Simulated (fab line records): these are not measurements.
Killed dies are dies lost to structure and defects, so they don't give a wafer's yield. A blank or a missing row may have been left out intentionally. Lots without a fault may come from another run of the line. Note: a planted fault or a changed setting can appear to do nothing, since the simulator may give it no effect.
fab line records + flow nandHarc + part 2 of 2: steps 23 to 30 of 30
record:
- lots: 5
- wafers: 15
- lastDay: 33
route steps=1302 shown A_CONTACT@1022
lots that met no fault: taken from a fault-free run of the same line
startH: start of the lot's first displayed wafer, in hours after the record's first day + waitH: hours from the lot's prior step to this one + " the same as in the row above + L1.1+2: several wafers, shown together as one row + - no value present, or no start provided + * or withheld: withheld + < > ~ a bound
route shown NAME@n: NAME is a module with steps in the file, n the number in the route of the first one + usual: mean and standard deviation over wafers with no fault + same: alike in all rows + chamber/n: place in a boat + sites: readings site by site + _std_site: the values' standard deviation + _edge_site: the outer-site mean with the inner-site mean subtracted + radiusMm: for every site, how far away it sits from the centre of the wafer + mask NAME#n: copy n + behind: the most recent tool/chamber to have shaped the wafer + hold: reason for holding the lot/hours on hold/outcome of the hold + device: transistor that didn't switch, given as n, p or np + end of line: at the end of the route, the tests of the same wafers + where a step has no rows: the recipe by itself + killed: at the first sort, the dies lost to defects and structure; wafer yield is something else + map: shows each die of a wafer: x if killed, . if not, _ if none is there
set.NAME: the setting that was run; set.NAME@STEP: the one run at that earlier step + model.NAME: the simulator's own value behind a step, which no gauge read
a table for each step, a row for each wafer; lots at some steps of the route
services: a tool's chamber out of use, with start hour (startH, from the record's first day; less than 0 if before it), hours out, and reason
== steps ==
step: NHARC_A_CONTACT_ETCH_76
recipe:
- targetDepthA: 2600
- overEtchFrac: 0.3
- timeS: 475.3
- ionEnergyEv: 200
- n2FlowSccm: 150
- h2FlowSccm: 150
- arFlowSccm: 0
- rfW: 400
- biasW: 150
- chemistry: N2/H2
usual:
- drypumpMotorCurrentA: 5.5/0.51
- oesProductAu: 1.001/0.011
- rfVppV: 430/3.4
- showerheadPlenumPTorr: 2.01/0.12
- throttleValvePct: 14.172/0.0091
| lot.wafer | tool       | chamber | startH | waitH | drypumpMotorCurrentA | oesProductAu | rfHoursCounterH | rfVppV | showerheadPlenumPTorr | throttleValvePct |
|-----------|------------|---------|--------|-------|----------------------|--------------|-----------------|--------|-----------------------|------------------|
| L075.2    | rieDiel-04 | 3       | -      | -     | 6.6                  | 1.000        | 51              | 435    | 2.20                  | 14.184           |
| L075.1    | "          | 1       | "      | "     | 5.6                  | 1.008        | 48              | 429    | 1.97                  | 14.180           |
| L075.5    | "          | 0       | "      | "     | 5.5                  | 1.003        | -               | 428    | 1.99                  | 14.187           |
| L081.2    | rieDiel-09 | 1       | -      | -     | 6.0                  | 0.994        | 9               | 426    | 1.89                  | 14.165           |
| L081.3    | "          | 0       | "      | "     | 5.2                  | 1.019        | 10              | 429    | 1.99                  | 14.184           |
| L081.6    | "          | 2       | "      | "     | 4.6                  | 1.018        | -               | 427    | 1.91                  | 14.167           |
| L088.3    | rieDiel-09 | 2       | -      | -     | 4.7                  | 1.015        | 24              | 426    | 1.91                  | 14.168           |
| L088.6    | "          | 0       | "      | "     | 5.2                  | 1.007        | -               | 430    | 1.98                  | 14.165           |
| L088.5    | "          | 1       | "      | "     | 6.0                  | 1.003        | -               | 425    | 1.89                  | 14.170           |
| L093.2    | rieDiel-09 | 1       | -      | -     | 6.0                  | 1.003        | 1               | 427    | 1.88                  | 14.158           |
| L093.1    | "          | 2       | "      | "     | 4.7                  | 1.002        | 1               | 427    | 1.90                  | 14.166           |
| L093.4    | "          | 3       | "      | "     | 5.6                  | 0.992        | 1               | 434    | 2.21                  | 14.166           |
| L096.1    | rieDiel-04 | 2       | -      | -     | 5.2                  | 0.998        | 1               | 431    | 2.04                  | 14.162           |
| L096.4    | "          | 3       | "      | "     | 6.6                  | 0.990        | 1               | 436    | 2.17                  | 14.181           |
| L096.6    | "          | 3       | "      | "     | 6.6                  | 0.985        | -               | 434    | 2.17                  | 14.176           |
step: NHARC_A_CONTACT_ETCH_77
recipe:
- targetDepthA: 1089
- timeS: 54.5
- cf4FlowSccm: 100
- chf3FlowSccm: 30
- arFlowSccm: 0
- rfW: 500
- biasW: 200
- chemistry: CF4/CHF3
usual:
- drypumpMotorCurrentA: 5.4/0.48
- oesProductAu: 0.944/0.021
- rfVppV: 369.9/2.8
- showerheadPlenumPTorr: 1.55/0.082
- throttleValvePct: 16.803/0.0094
| lot.wafer | tool       | chamber | startH | waitH | drypumpMotorCurrentA | oesProductAu | rfHoursCounterH | rfVppV | showerheadPlenumPTorr | throttleValvePct |
|-----------|------------|---------|--------|-------|----------------------|--------------|-----------------|--------|-----------------------|------------------|
| L075.2    | rieDiel-04 | 3       | -      | -     | 6.5                  | 0.908        | 51              | 372.6  | 1.69                  | 16.808           |
| L075.1    | "          | 0       | "      | "     | 5.4                  | 0.918        | 52              | 370.0  | 1.54                  | 16.807           |
| L075.5    | "          | 1       | "      | "     | 5.6                  | 0.931        | -               | 368.2  | 1.53                  | 16.791           |
| L081.3    | rieDiel-09 | 3       | -      | -     | 5.6                  | 0.942        | 10              | 375.1  | 1.70                  | 16.801           |
| L081.2    | "          | 1       | "      | "     | 6.0                  | 0.960        | 9               | 366.5  | 1.47                  | 16.798           |
| L081.6    | "          | 3       | "      | "     | 5.6                  | 0.938        | -               | 375.9  | 1.70                  | 16.802           |
| L088.3    | rieDiel-09 | 0       | -      | -     | 5.2                  | 0.938        | 25              | 368.5  | 1.53                  | 16.801           |
| L088.5    | "          | 1       | "      | "     | 6.0                  | 0.941        | -               | 366.7  | 1.47                  | 16.802           |
| L088.6    | "          | 2       | "      | "     | 4.7                  | 0.942        | -               | 366.9  | 1.48                  | 16.791           |
| L093.4    | rieDiel-09 | 2       | -      | -     | 4.7                  | 0.942        | 1               | 367.1  | 1.48                  | 16.798           |
| L093.1    | "          | 0       | "      | "     | 5.2                  | 0.941        | 2               | 369.0  | 1.53                  | 16.802           |
| L093.2    | "          | 1       | "      | "     | 6.0                  | 0.932        | 1               | 366.8  | 1.46                  | 16.818           |
| L096.1    | rieDiel-04 | 1       | -      | -     | 5.6                  | 0.981        | 1               | 370.0  | 1.51                  | 16.805           |
| L096.4    | "          | 3       | "      | "     | 6.5                  | 0.945        | 1               | 373.9  | 1.67                  | 16.787           |
| L096.6    | "          | 1       | "      | "     | 5.6                  | 0.975        | -               | 368.0  | 1.51                  | 16.806           |
step: NHARC_A_CONTACT_ETCH_78
recipe:
- targetDepthA: 53000
- overEtchFrac: 0.3
- timeS: 1378
- ionEnergyEv: 150
- o2FlowSccm: 400
- cosFlowSccm: 20
- arFlowSccm: 0
- rfW: 500
- biasW: 300
- chemistry: O2/COS
usual:
- cosFlowSccm: 20.01/0.061
- drypumpMotorCurrentA: 5.5/0.52
- oesProductAu: 1.001/0.012
- rfVppV: 313.4/2.5
- showerheadPlenumPTorr: 3.08/0.16
- throttleValvePct: 28.330/0.0094
| lot.wafer | tool       | chamber | startH | waitH | cosFlowSccm | drypumpMotorCurrentA | oesProductAu | rfHoursCounterH | rfVppV | showerheadPlenumPTorr | throttleValvePct |
|-----------|------------|---------|--------|-------|-------------|----------------------|--------------|-----------------|--------|-----------------------|------------------|
| L075.1    | rieDiel-04 | 2       | -      | -     | 20.03       | 5.3                  | 1.009        | 47              | 313.5  | 3.16                  | 28.330           |
| L075.2    | "          | 3       | "      | "     | 19.90       | 6.6                  | 0.980        | 51              | 317.0  | 3.35                  | 28.321           |
| L075.5    | "          | 0       | "      | "     | 19.97       | 5.5                  | 0.989        | -               | 313.2  | 3.05                  | 28.330           |
| L081.2    | rieDiel-09 | 2       | -      | -     | 20.00       | 4.7                  | 1.013        | 9               | 313.4  | 2.94                  | 28.345           |
| L081.3    | "          | 0       | "      | "     | 20.06       | 5.2                  | 1.020        | 10              | 312.4  | 3.05                  | 28.326           |
| L081.6    | "          | 1       | "      | "     | 19.93       | 6.0                  | 0.997        | -               | 310.6  | 2.91                  | 28.342           |
| L088.3    | rieDiel-09 | 0       | -      | -     | 19.98       | 5.2                  | 1.016        | 25              | 312.3  | 3.04                  | 28.333           |
| L088.5    | "          | 1       | "      | "     | 19.93       | 6.0                  | 1.011        | -               | 310.9  | 2.91                  | 28.344           |
| L088.6    | "          | 0       | "      | "     | 20.00       | 5.2                  | 1.013        | -               | 312.7  | 3.04                  | 28.324           |
| L093.1    | rieDiel-09 | 0       | -      | -     | 20.01       | 5.2                  | 1.008        | 2               | 313.0  | 3.03                  | 28.327           |
| L093.4    | "          | 1       | "      | "     | 19.95       | 6.0                  | 1.011        | 2               | 310.6  | 2.90                  | 28.324           |
| L093.2    | "          | 2       | "      | "     | 19.98       | 4.7                  | 1.015        | 1               | 312.9  | 2.93                  | 28.338           |
| L096.1    | rieDiel-04 | 2       | -      | -     | 19.91       | 5.2                  | 0.993        | 1               | 313.9  | 3.13                  | 28.327           |
| L096.4    | "          | 1       | "      | "     | 20.03       | 5.6                  | 0.991        | 1               | 313.2  | 3.00                  | 28.315           |
| L096.6    | "          | 2       | "      | "     | 20.02       | 5.3                  | 0.991        | -               | 312.1  | 3.13                  | 28.334           |
step: NHARC_A_CONTACT_ETCH_124
recipe:
- sourceW: withheld
- pressureMtorr: 20
- biasV: withheld
- timeS: 140
- targetDepthA: 7000
- arFlowSccm: withheld
- c4f8FlowSccm: withheld
- o2FlowSccm: withheld
- chemistry: C4F8/O2/Ar
| lot.wafer | tool          | chamber | startH | waitH | rfHoursCounterH |
|-----------|---------------|---------|--------|-------|-----------------|
| L075.2    | harCapEtch-01 | 1       | 518.99 | -     | 0               |
| L075.1    | "             | 0       | "      | "     | 0               |
| L075.5    | "             | 0       | "      | "     | -               |
| L081.2    | harCapEtch-01 | 1       | 562.10 | -     | 9               |
| L081.3    | "             | 1       | "      | "     | -               |
| L081.6    | "             | 0       | "      | "     | -               |
| L088.3    | harCapEtch-01 | 1       | 647.58 | -     | -               |
| L088.6    | "             | 1       | "      | "     | -               |
| L088.5    | "             | 0       | "      | "     | -               |
| L093.2    | harCapEtch-01 | 0       | 699.36 | -     | 34              |
| L093.1    | "             | 1       | "      | "     | 34              |
| L093.4    | "             | 1       | "      | "     | -               |
| L096.1    | harCapEtch-01 | 0       | 722.46 | -     | 37              |
| L096.4    | "             | 1       | "      | "     | -               |
| L096.6    | "             | 1       | "      | "     | -               |
step: NHARC_A_CONTACT_ETCH_125
recipe:
- sourceW: withheld
- pressureMtorr: 20
- biasV: 3000
- timeS: 197
- targetDepthA: 19180
- arFlowSccm: withheld
- c4f8FlowSccm: withheld
- o2FlowSccm: withheld
- chemistry: C4F8/O2/Ar
| lot.wafer | tool          | chamber | startH | waitH | rfHoursCounterH |
|-----------|---------------|---------|--------|-------|-----------------|
| L075.2    | harCapEtch-01 | 1       | 519.18 | 0.2   | 0               |
| L075.1    | "             | 0       | "      | "     | 0               |
| L075.5    | "             | 0       | "      | "     | -               |
| L081.2    | harCapEtch-01 | 1       | 562.37 | 0.2   | 9               |
| L081.3    | "             | 1       | "      | "     | -               |
| L081.6    | "             | 0       | "      | "     | -               |
| L088.3    | harCapEtch-01 | 1       | 647.84 | 0.2   | -               |
| L088.6    | "             | 1       | "      | "     | -               |
| L088.5    | "             | 0       | "      | "     | -               |
| L093.2    | harCapEtch-01 | 0       | 699.56 | 0.2   | 34              |
| L093.1    | "             | 1       | "      | "     | 34              |
| L093.4    | "             | 1       | "      | "     | -               |
| L096.1    | harCapEtch-01 | 0       | 722.65 | 0.2   | 37              |
| L096.4    | "             | 1       | "      | "     | -               |
| L096.6    | "             | 1       | "      | "     | -               |
step: NHARC_A_CONTACT_ETCH_126
recipe:
- sourceW: withheld
- pressureMtorr: 20
- biasV: 3000
- timeS: 197
- targetDepthA: 19180
- arFlowSccm: withheld
- c4f8FlowSccm: withheld
- o2FlowSccm: withheld
- chemistry: C4F8/O2/Ar
| lot.wafer | tool          | chamber | startH | waitH | rfHoursCounterH |
|-----------|---------------|---------|--------|-------|-----------------|
| L075.2    | harCapEtch-01 | 1       | 519.36 | 0.1   | 0               |
| L075.1    | "             | 0       | "      | "     | 0               |
| L075.5    | "             | 0       | "      | "     | -               |
| L081.2    | harCapEtch-01 | 1       | 562.60 | 0.2   | 9               |
| L081.3    | "             | 1       | "      | "     | -               |
| L081.6    | "             | 0       | "      | "     | -               |
| L088.3    | harCapEtch-01 | 1       | 648.07 | 0.2   | -               |
| L088.6    | "             | 1       | "      | "     | -               |
| L088.5    | "             | 0       | "      | "     | -               |
| L093.2    | harCapEtch-01 | 0       | 699.74 | 0.1   | 34              |
| L093.1    | "             | 1       | "      | "     | 34              |
| L093.4    | "             | 1       | "      | "     | -               |
| L096.1    | harCapEtch-01 | 0       | 722.83 | 0.1   | 37              |
| L096.4    | "             | 1       | "      | "     | -               |
| L096.6    | "             | 1       | "      | "     | -               |
step: NHARC_A_CONTACT_ETCH_127
recipe:
- sourceW: withheld
- pressureMtorr: 20
- biasV: 3000
- timeS: 197
- targetDepthA: 19180
- arFlowSccm: withheld
- c4f8FlowSccm: withheld
- o2FlowSccm: withheld
- chemistry: C4F8/O2/Ar
| lot.wafer | tool          | chamber | startH | waitH | rfHoursCounterH |
|-----------|---------------|---------|--------|-------|-----------------|
| L075.2    | harCapEtch-01 | 1       | 519.53 | 0.1   | 0               |
| L075.1    | "             | 0       | "      | "     | 0               |
| L075.5    | "             | 0       | "      | "     | -               |
| L081.2    | harCapEtch-01 | 1       | 562.84 | 0.2   | 9               |
| L081.3    | "             | 1       | "      | "     | -               |
| L081.6    | "             | 0       | "      | "     | -               |
| L088.3    | harCapEtch-01 | 1       | 648.31 | 0.2   | -               |
| L088.6    | "             | 1       | "      | "     | -               |
| L088.5    | "             | 0       | "      | "     | -               |
| L093.2    | harCapEtch-01 | 0       | 699.91 | 0.1   | 34              |
| L093.1    | "             | 1       | "      | "     | 34              |
| L093.4    | "             | 1       | "      | "     | -               |
| L096.1    | harCapEtch-01 | 0       | 723.00 | 0.1   | 37              |
| L096.4    | "             | 1       | "      | "     | -               |
| L096.6    | "             | 1       | "      | "     | -               |
step: NHARC_A_CONTACT_ETCH_128
recipe:
- sourceW: withheld
- pressureMtorr: 20
- biasV: 3000
- timeS: 197
- targetDepthA: 19180
- arFlowSccm: withheld
- c4f8FlowSccm: withheld
- o2FlowSccm: withheld
- chemistry: C4F8/O2/Ar
| lot.wafer | tool          | chamber | startH | waitH | rfHoursCounterH |
|-----------|---------------|---------|--------|-------|-----------------|
| L075.2    | harCapEtch-01 | 1       | 519.71 | 0.1   | 1               |
| L075.1    | "             | 0       | "      | "     | 1               |
| L075.5    | "             | 0       | "      | "     | -               |
| L081.2    | harCapEtch-01 | 1       | 563.07 | 0.2   | 10              |
| L081.3    | "             | 1       | "      | "     | -               |
| L081.6    | "             | 0       | "      | "     | -               |
| L088.3    | harCapEtch-01 | 1       | 648.54 | 0.2   | -               |
| L088.6    | "             | 1       | "      | "     | -               |
| L088.5    | "             | 0       | "      | "     | -               |
| L093.2    | harCapEtch-01 | 0       | 700.09 | 0.1   | 34              |
| L093.1    | "             | 1       | "      | "     | 34              |
| L093.4    | "             | 1       | "      | "     | -               |
| L096.1    | harCapEtch-01 | 0       | 723.18 | 0.1   | 37              |
| L096.4    | "             | 1       | "      | "     | -               |
| L096.6    | "             | 1       | "      | "     | -               |
== services ==
| tool           | chamber | startH | hours | kind   |
|----------------|---------|--------|-------|--------|
| arfiScanner-02 | -       | 486.95 | 4.0   | pm     |
| harCapEtch-01  | -       | 497.00 | 17.0  | pm     |
| rieDiel-09     | -       | 497.10 | 9.0   | pm     |
| lithoTrack-01  | -       | 505.00 | 7.0   | pm     |
| arfiScanner-03 | -       | 513.17 | 0.9   | repair |
| lithoTrack-06  | -       | 529.00 | 7.0   | pm     |
| arfiScanner-03 | -       | 532.03 | 4.0   | repair |
| rieDiel-04     | -       | 533.38 | 9.0   | pm     |
| arfiScanner-03 | -       | 538.02 | 0.7   | repair |
| rieDiel-05     | 0       | 541.14 | 4.4   | repair |
| lithoTrack-04  | -       | 553.00 | 7.0   | pm     |
| rieDiel-05     | 0       | 571.25 | 7.7   | repair |
| wetBench-04    | -       | 579.20 | 8.0   | pm     |
| rieDiel-05     | -       | 584.74 | 9.0   | pm     |
| rieDiel-04     | 2       | 591.69 | 4.0   | repair |
| aclDep-02      | -       | 606.91 | 13.0  | pm     |
| rieDiel-04     | 2       | 620.67 | 3.5   | repair |
| rieDiel-05     | 3       | 621.63 | 9.3   | repair |
| rieDiel-04     | 1       | 656.79 | 14.2  | repair |
| rieDiel-09     | -       | 674.10 | 9.0   | pm     |
| lithoTrack-01  | -       | 680.00 | 7.0   | pm     |
| lithoTrack-06  | -       | 704.00 | 7.0   | pm     |
| rieDiel-04     | -       | 710.38 | 9.0   | pm     |
| rieDiel-09     | 1       | 713.42 | 9.6   | repair |
